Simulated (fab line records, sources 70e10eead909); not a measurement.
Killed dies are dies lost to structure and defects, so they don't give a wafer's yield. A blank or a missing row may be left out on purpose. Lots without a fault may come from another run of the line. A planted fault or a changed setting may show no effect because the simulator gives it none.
Which tool did it? | flow nand_harc | 14 lots, 40 wafers sampled, at 3 steps of a route of 1302

WHAT THE GAUGES READ, wafer by wafer
NHARC_THIN_TSV_CD_MEAS_33: target cd 5000 nm.
lot  | measured     | on        | cd_nm (nm)
L935 | day 24 00:17 | cd_sem-01 | 5000.7 5000.2 5006.5
L937 | day 25 10:12 | cd_sem-02 | 5001.9 5001.5 5001.4
L938 | day 25 11:34 | cd_sem-02 | 5000.7 5001.9 4998.2
L942 | day 26 19:57 | cd_sem-02 | 4997.3 5002.3 4998.6
L945 | day 28 09:35 | cd_sem-01 | 4998.5 4998.8 4995.9
L944 | day 28 22:28 | cd_sem-02 | 5000.8 5000.2 4998.3
L946 | day 28 23:12 | cd_sem-03 | 5002.6 5000.7 5001.9
L947 | day 29 23:35 | cd_sem-02 | 5006.7 5003.9 5002.4
L948 | day 30 03:53 | cd_sem-03 | 4999.6 5005.7
L949 | day 30 08:10 | cd_sem-02 | 5001.4 4999.0 5000.9
L952 | day 31 15:41 | cd_sem-02 | 4999.7 5000.0
L954 | day 32 08:19 | cd_sem-01 | 4999.0 4998.1 4998.8
L957 | day 32 23:51 | cd_sem-02 | 4999.6 5005.0 5002.0
L958 | day 33 13:11 | cd_sem-03 | 5001.9 5001.2 5001.6

WHICH TOOL RAN EACH LOT (tool, then ch and the chambers of the sampled wafers, then the start)
lot  | NHARC_THIN_TSV_ANNEAL_52         | NHARC_THIN_TSV_PRE_CLEAN_54
L935 | rtp_anneal-01 ch 0, day 23 22:32 | pvd_sputter-02, day 23 23:22
L937 | rtp_anneal-01 ch 0, day 25 08:23 | pvd_sputter-01, day 25 09:15
L938 | rtp_anneal-01 ch 0, day 25 09:37 | pvd_sputter-03, day 25 10:30
L942 | rtp_anneal-02 ch 0, day 26 17:58 | pvd_sputter-03, day 26 18:52
L945 | rtp_anneal-01 ch 0, day 28 07:39 | pvd_sputter-01, day 28 08:32
L944 | rtp_anneal-02 ch 0, day 28 20:29 | pvd_sputter-01, day 28 21:23
L946 | rtp_anneal-02 ch 0, day 28 21:14 | pvd_sputter-03, day 28 22:07
L947 | rtp_anneal-02 ch 0, day 29 21:42 | pvd_sputter-03, day 29 22:32
L948 | rtp_anneal-02 ch 0, day 30 02:02 | pvd_sputter-03, day 30 02:49
L949 | rtp_anneal-01 ch 0, day 30 06:13 | pvd_sputter-03, day 30 07:06
L952 | rtp_anneal-02 ch 0, day 31 13:45 | pvd_sputter-01, day 31 14:37
L954 | rtp_anneal-01 ch 0, day 32 06:26 | pvd_sputter-03, day 32 07:15
L957 | rtp_anneal-01 ch 0, day 32 22:04 | pvd_sputter-02, day 32 22:48
L958 | rtp_anneal-02 ch 0, day 33 11:20 | pvd_sputter-03, day 33 12:07
- NHARC_THIN_TSV_ANNEAL_52: time 90 s.
- NHARC_THIN_TSV_PRE_CLEAN_54: time 30 s.

WHAT THE TOOLS THEMSELVES READ (means of the sampled wafers that have a number; where no wafer has one, the mark that the record gives instead)
NHARC_THIN_TSV_ANNEAL_52.
lot  | tool          | wafer_temp_C_max
L935 | rtp_anneal-01 | 225.5
L937 | rtp_anneal-01 | 225.5
L938 | rtp_anneal-01 | 225.2
L942 | rtp_anneal-02 | 225.8
L945 | rtp_anneal-01 | 225.8
L944 | rtp_anneal-02 | 225.9
L946 | rtp_anneal-02 | 225.9
L947 | rtp_anneal-02 | 226.4
L948 | rtp_anneal-02 | 225.9
L949 | rtp_anneal-01 | 225.8
L952 | rtp_anneal-02 | 226.1
L954 | rtp_anneal-01 | 225.7
L957 | rtp_anneal-01 | 225.6
L958 | rtp_anneal-02 | 226.1

NHARC_THIN_TSV_PRE_CLEAN_54.
lot  | tool           | heater_power_w (W)
L935 | pvd_sputter-02 | 432
L937 | pvd_sputter-01 | 384
L938 | pvd_sputter-03 | 365
L942 | pvd_sputter-03 | 361
L945 | pvd_sputter-01 | 375
L944 | pvd_sputter-01 | 391
L946 | pvd_sputter-03 | 364
L947 | pvd_sputter-03 | 395
L948 | pvd_sputter-03 | 368
L949 | pvd_sputter-03 | 378
L952 | pvd_sputter-01 | 412
L954 | pvd_sputter-03 | 367
L957 | pvd_sputter-02 | 408
L958 | pvd_sputter-03 | 378

THE ANSWER, worked out from the rows above alone
Rule: what is usual is taken from the lots themselves. Put in order of their means at a reading, lots are off if they are a third of the lots or fewer, leave a main group of 4 or more, and stand apart from it by a gap of 3 or more times the standard deviation of the main group's means; of several such gaps the widest counts. A main group whose means are all the same, to the digits that the tables above print for the reading, isn't used. A lot without any number at a reading at which 4 lots or more have one is off too. The other lots that the step has rows for count as sound. The gauges are gone through in route order, then the tools' own readings, and for those a lot's mean is taken as printed above. The first step at which some lot is off is used, and at that step the reading that is off furthest; a lot without a number counts as furthest.
No lot is off at any reading shown: from this, nothing can be told.

WHAT THE SIMULATOR HAD PUT IN
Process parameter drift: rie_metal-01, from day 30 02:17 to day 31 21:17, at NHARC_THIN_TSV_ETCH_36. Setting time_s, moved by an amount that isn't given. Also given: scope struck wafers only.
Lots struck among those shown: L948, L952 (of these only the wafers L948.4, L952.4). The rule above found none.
